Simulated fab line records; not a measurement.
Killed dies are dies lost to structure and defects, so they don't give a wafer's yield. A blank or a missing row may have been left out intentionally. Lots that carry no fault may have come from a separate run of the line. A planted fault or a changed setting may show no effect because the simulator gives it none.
What tool caused it? ; flow nand harc ; Sampling: 12 lots, 36 wafers, 6 of 1159 route steps

== WHAT THE GAUGES READ, wafer by wafer ==
NHARC_P_GATE_CD_MEAS_26: the cd target is 120 nm.
lot;measured;on;cd nm (nm)
L449;day 4 22:44;cd sem-02;119.2 119.8 119.8
L451;day 5 07:14;cd sem-02;120.1 120.8 120.2
L455;day 6 05:29;cd sem-02;120.1 120.4 120.0
L458;day 7 02:19;cd sem-03;112.7 112.5 111.7
L459;day 7 01:47;cd sem-01;120.0 119.9 119.5
L460;day 8 00:01;cd sem-01;120.5 119.7 119.9
L461;day 8 00:32;cd sem-03;121.0 121.0 120.6
L468;day 9 13:52;cd sem-03;119.8 119.9 120.5
L469;day 9 14:29;cd sem-02;119.1 119.9 120.1
L470;day 10 04:39;cd sem-02;120.5 120.9 120.3
L471;day 10 04:23;cd sem-01;120.4 120.5 120.0
L472;day 10 11:40;cd sem-02;120.6 120.4 120.1

NHARC_END_SORT_01.
lot;measured;on;killed at array;killed at other;killed at periphery;killed dies;killed open;killed short
L458;day 22 13:44;prober-01;22;1;6;29;4;3

== WHAT TOOL EACH LOT RAN ON (gives the tool, then ch and the chambers of the sampled wafers, and finally the start) ==
lot;NHARC_P_ZERO_WELL_RTA_42;NHARC_P_GATE_EXPOSE_23;NHARC_P_GATE_HM_OPEN_105;NHARC_P_GATE_ALD_36
L449;rtp anneal-01 ch 0, day 1 19:06;arfi scanner-03 ch 0, day 4 22:35;rie diel-13 ch 0,1,2, day 5 02:10 or earlier;ald sin-02 ch 0,2,3, day 5 02:10
L451;rtp anneal-01 ch 0, day 2 07:07;arfi scanner-02 ch 0, day 5 07:05;rie diel-01 ch 1,2, day 5 10:05 or earlier;ald sin-02 ch 2,3, day 5 10:05
L455;rtp anneal-01 ch 0, day 3 09:43;arfi scanner-02 ch 0, day 6 05:21;rie diel-07 ch 0,1, day 6 06:57 or earlier;ald sin-04 ch 0,3, day 6 06:57
L458;rtp anneal-02 ch 0, day 4 00:47;arfi scanner-02 ch 0, day 7 02:10;rie diel-07 ch 1,2, day 7 03:52 or earlier;ald sin-02 ch 0,1, day 7 03:52
L459;rtp anneal-02 ch 0, day 4 07:05;arfi scanner-02 ch 0, day 7 01:39;rie diel-07 ch 1,2,3, day 7 03:28 or earlier;ald sin-04 ch 0,1, day 7 03:28
L460;rtp anneal-02 ch 0, day 4 12:56;arfi scanner-03 ch 0, day 7 23:52;rie diel-07 ch 0,1,2, day 8 02:30 or earlier;ald sin-03 ch 1,2, day 8 02:30
L461;rtp anneal-01 ch 0, day 4 19:11;arfi scanner-03 ch 0, day 8 00:24;rie diel-07 ch 0,1, day 8 04:12 or earlier;ald sin-02 ch 0,2,3, day 8 04:12
L468;rtp anneal-02 ch 0, day 6 12:50;arfi scanner-03 ch 0, day 9 13:44;rie diel-13 ch 0,2,3, day 9 15:29 or earlier;ald sin-02 ch 0,2,3, day 9 15:29
L469;rtp anneal-02 ch 0, day 6 19:11;arfi scanner-02 ch 0, day 9 14:21;rie diel-13 ch 1,2, day 9 16:59 or earlier;ald sin-03 ch 1,2, day 9 16:59
L470;rtp anneal-01 ch 0, day 7 01:14;arfi scanner-03 ch 0, day 10 04:31;rie diel-01 ch 1,2,3, day 10 06:07 or earlier;ald sin-02 ch 0,1,2, day 10 06:07
L471;rtp anneal-01 ch 0, day 7 07:25;arfi scanner-03 ch 0, day 10 04:14;rie diel-13 ch 0,1,3, day 10 05:49 or earlier;ald sin-04 ch 2,3, day 10 05:49
L472;rtp anneal-02 ch 0, day 7 13:16;arfi scanner-02 ch 0, day 10 11:32;rie diel-13 ch 0,2,3, day 10 14:11 or earlier;ald sin-03 ch 0,2,3, day 10 14:11
- NHARC_P_ZERO_WELL_RTA_42: time 300 s.
- NHARC_P_GATE_EXPOSE_23: exposes mask P GATE, target cd 120 nm.
- NHARC_P_GATE_HM_OPEN_105: chemistry O2/COS, target depth 360 nm.
- NHARC_P_GATE_ALD_36: deposits SiNx, target thk 20 nm, pulse time 60 s, ald cycles 223.

== AS READ BY THE TOOLS THEMSELVES (means over the sampled wafers that have a number; for cases with no such wafer, the mark the record gives instead) ==
NHARC_P_ZERO_WELL_RTA_42.
lot;tool;lamp power pct (%);lamp_zone_2_pct (%);wafer_temp_C_max
L449;rtp anneal-01;41;41;1104.5
L451;rtp anneal-01;41;41;1104.4
L455;rtp anneal-01;41;41;1103.8
L458;rtp anneal-02;34;35;1105.7
L459;rtp anneal-02;34;34;1104.8
L460;rtp anneal-02;34;34;1105.6
L461;rtp anneal-01;41;41;1104.4
L468;rtp anneal-02;35;35;1104.6
L469;rtp anneal-02;34;34;1104.7
L470;rtp anneal-01;41;41;1104.0
L471;rtp anneal-01;41;41;1104.8
L472;rtp anneal-02;35;35;1106.1

NHARC_P_GATE_HM_OPEN_105.
lot;tool;bias w (W);drypump motor current A (A);oes product au (a.u.);rf vpp V (V);showerhead plenum p Torr (Torr);throttle valve pct (%)
L449;rie diel-13;300.3;5.6;1.005;464.6;3.01;28.330
L451;rie diel-01;300.0;5.4;1.010;466.1;3.07;28.341
L455;rie diel-07;300.2;5.8;1.009;470.3;3.28;28.327
L458;rie diel-07;299.1;5.9;0.994;468.0;3.15;28.326
L459;rie diel-07;299.5;5.6;0.989;468.2;3.13;28.332
L460;rie diel-07;300.3;5.8;0.989;468.9;3.21;28.328
L461;rie diel-07;299.5;5.7;0.988;468.1;3.20;28.334
L468;rie diel-13;299.8;5.7;1.001;466.6;3.07;28.320
L469;rie diel-13;300.3;5.8;0.997;464.4;3.01;28.330
L470;rie diel-01;299.9;5.5;1.002;466.4;3.10;28.332
L471;rie diel-13;299.4;5.6;0.991;466.0;3.06;28.330
L472;rie diel-13;299.7;5.7;0.997;464.8;3.06;28.330

NHARC_P_GATE_ALD_36.
lot;tool;heater power w (W);precursor pulse height rel
L449;ald sin-02;830;0.990
L451;ald sin-02;839;1.011
L455;ald sin-04;781;0.993
L458;ald sin-02;822;0.999
L459;ald sin-04;805;0.991
L460;ald sin-03;804;0.992
L461;ald sin-02;835;1.003
L468;ald sin-02;842;1.000
L469;ald sin-03;861;0.997
L470;ald sin-02;858;1.013
L471;ald sin-04;830;0.977
L472;ald sin-03;973;1.006

== THE ANSWER, worked out from the rows above alone ==
Rule: the usual values come from the lots themselves. Put in order of their means at a reading, lots are off if they are a third of the lots or fewer, leave a main group of 4 or more, and stand apart from it by a gap of 3 or more times the standard deviation of the main group's means; of several such gaps the widest counts. The tables above print the reading to a certain number of digits; a main group whose means all agree to those digits is not used. A lot without any number at a reading at which 4 lots or more have one is off too. All remaining lots with rows at the step are treated as sound. The gauges are gone through in route order, then the tools' own readings, and for those a lot's mean is taken as printed above. At the first step where some lot is off, the reading lying furthest off is the one used; lots without a number count as furthest.
Off, at NHARC_P_GATE_CD_MEAS_26 on cd nm: L458. The main group: mean 120.2 nm, standard deviation 0.36.
If a tool, at a process step before that reading, ran all the lots that are off and no sound lot after the first of them, it fits. Gauges at NHARC_P_GATE_CD_MEAS_26: tried the same way as those tools. None of those tried fits.

== WHAT THE SIMULATOR PUT IN ==
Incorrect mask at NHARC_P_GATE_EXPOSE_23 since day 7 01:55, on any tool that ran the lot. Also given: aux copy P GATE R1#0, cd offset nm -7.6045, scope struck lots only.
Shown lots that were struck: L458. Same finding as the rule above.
